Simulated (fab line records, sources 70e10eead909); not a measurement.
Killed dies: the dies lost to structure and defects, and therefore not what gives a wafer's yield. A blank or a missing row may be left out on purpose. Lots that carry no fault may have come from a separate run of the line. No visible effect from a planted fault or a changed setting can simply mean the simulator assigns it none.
Shared-tool check ; flow nand_harc ; 6 wafers sampled across 2 lots

WHY THIS WAS OPENED
At NHARC_END_SORT_01 the reading killed_at_periphery is flagged on 2 of 2 lots. No-fault wafers: 3.3, standard deviation 2.4.
Rule: a lot is flagged in two cases, either no wafer of it has a number, or all its wafers with numbers fall more than 4 standard deviations from that mean. All remaining lots are regarded as sound.

lot;measured;on;killed_at_periphery, wafer by wafer;flag
L410;day 25 05:05;prober-02;83 77 63;FLAGGED
L411;day 25 16:45;prober-01;84 62 82;FLAGGED
On average the flagged lots' numbers are 75.2, which is +71.9 against the usual, or +30 standard deviations.

LOT BY LOT: THE TOOL USED
The record holds 3 process steps before the reading, out of a route of 1159 steps. Every cell lists first the tool, next ch and the chambers used by the sampled wafers, and last the start.
lot;flag;NHARC_P_CONTACT_PVD_32;NHARC_THIN_TSV_ETCH_44;NHARC_THIN_TSV_STRIP_56
L410;FLAGGED;pvd_sputter-03, day 11 04:09;rie_diel-07 ch 0,2,3, day 24 09:30;plasma_asher-02 ch 0,1, day 24 15:52
L411;FLAGGED;pvd_sputter-03, day 11 13:35;rie_diel-04 ch 1,2,3, day 25 00:59;plasma_asher-02 ch 0,1, day 25 07:46
What is done by these steps:
- NHARC_P_CONTACT_PVD_32: deposits Ti, target thk 5 nm, time 17.7 s.
- NHARC_THIN_TSV_ETCH_44: etches the open film in CF4/O2, target depth 1594.2 nm, time 797.1 s.
- NHARC_THIN_TSV_STRIP_56: strips in O2.
- NHARC_END_SORT_01

FLAGGED AGAINST TOTAL, ONE TOOL AT A TIME (gauges that did the reading follow at the end)
step;tool;lots run;flagged;share of the flagged lots;sound lots run after its first flagged lot
NHARC_P_CONTACT_PVD_32;pvd_sputter-03;2;2;all;0
NHARC_THIN_TSV_ETCH_44;rie_diel-04;1;1;some;0
NHARC_THIN_TSV_ETCH_44;rie_diel-07;1;1;some;0
NHARC_THIN_TSV_STRIP_56;plasma_asher-02;2;2;all;0
NHARC_END_SORT_01;prober-01;1;1;some;0
NHARC_END_SORT_01;prober-02;1;1;some;0

THE TABLE: WHAT IT ALLOWS
pvd_sputter-03 at NHARC_P_CONTACT_PVD_32 and plasma_asher-02 at NHARC_THIN_TSV_STRIP_56 are the 2 rows of the table that ran each flagged lot.
- pvd_sputter-03 at NHARC_P_CONTACT_PVD_32 ran 2 lots, 2 of them flagged. Because this sample shows no sound lot run on it before its first flagged lot, the start cannot be pinned down more closely.
- plasma_asher-02 at NHARC_THIN_TSV_STRIP_56 ran 2 lots, 2 of them flagged. Because this sample shows no sound lot run on it before its first flagged lot, the start cannot be pinned down more closely.
Counting lots can't tell these 2 tools apart, because each fits a fault that began at some hour. More lots, or a look at what each step does to the wafer, might.

WHAT HAD BEEN PUT IN BY THE SIMULATOR
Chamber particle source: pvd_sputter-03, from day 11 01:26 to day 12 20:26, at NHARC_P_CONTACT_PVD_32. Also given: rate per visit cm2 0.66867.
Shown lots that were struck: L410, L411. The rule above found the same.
